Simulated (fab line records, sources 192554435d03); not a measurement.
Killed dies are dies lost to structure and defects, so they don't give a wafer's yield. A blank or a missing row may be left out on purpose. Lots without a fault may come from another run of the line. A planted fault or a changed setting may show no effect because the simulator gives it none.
Which tool did it? | flow n5_finfet | 11 lots, 33 wafers sampled, at 1 step of a route of 1938

WHAT THE GAUGES READ, wafer by wafer
N5_SD_EPI_P_CD_MEAS_09: target cd 240 nm.
lot  | measured    | on        | cd_nm (nm)
L076 | day 4 01:13 | cd_sem-01 | 238.7 239.1 238.8
L078 | day 4 09:03 | cd_sem-02 | 240.7 240.6 239.9
L080 | day 4 17:16 | cd_sem-01 | 239.4 239.0 239.5
L082 | day 5 04:56 | cd_sem-01 | 239.7 239.5 239.5
L084 | day 5 19:58 | cd_sem-02 | 239.3 240.4 238.2
L086 | day 6 10:04 | cd_sem-02 | 240.1 239.5 239.8
L088 | day 6 19:12 | cd_sem-02 | 240.9 239.9 241.3
L090 | day 7 04:08 | cd_sem-01 | 239.2 240.9 240.5
L092 | day 7 17:41 | cd_sem-02 | 239.3 239.4 238.4
L095 | day 8 13:18 | cd_sem-01 | 240.0 238.6 242.1
L097 | day 8 23:41 | cd_sem-01 | 240.0 239.3 241.4

WHICH TOOL RAN EACH LOT (tool, then ch and the chambers of the sampled wafers, then the start)
The record holds no process step before these readings.

THE ANSWER, worked out from the rows above alone
Rule: what is usual is taken from the lots themselves. Put in order of their means at a reading, lots are off if they are a third of the lots or fewer, leave a main group of 4 or more, and stand apart from it by a gap of 3 or more times the standard deviation of the main group's means; of several such gaps the widest counts. A main group whose means are all the same, to the digits that the tables above print for the reading, isn't used. A lot without any number at a reading at which 4 lots or more have one is off too. The other lots that the step has rows for count as sound.
No lot is off at any reading shown: from this, nothing can be told.

WHAT THE SIMULATOR HAD PUT IN
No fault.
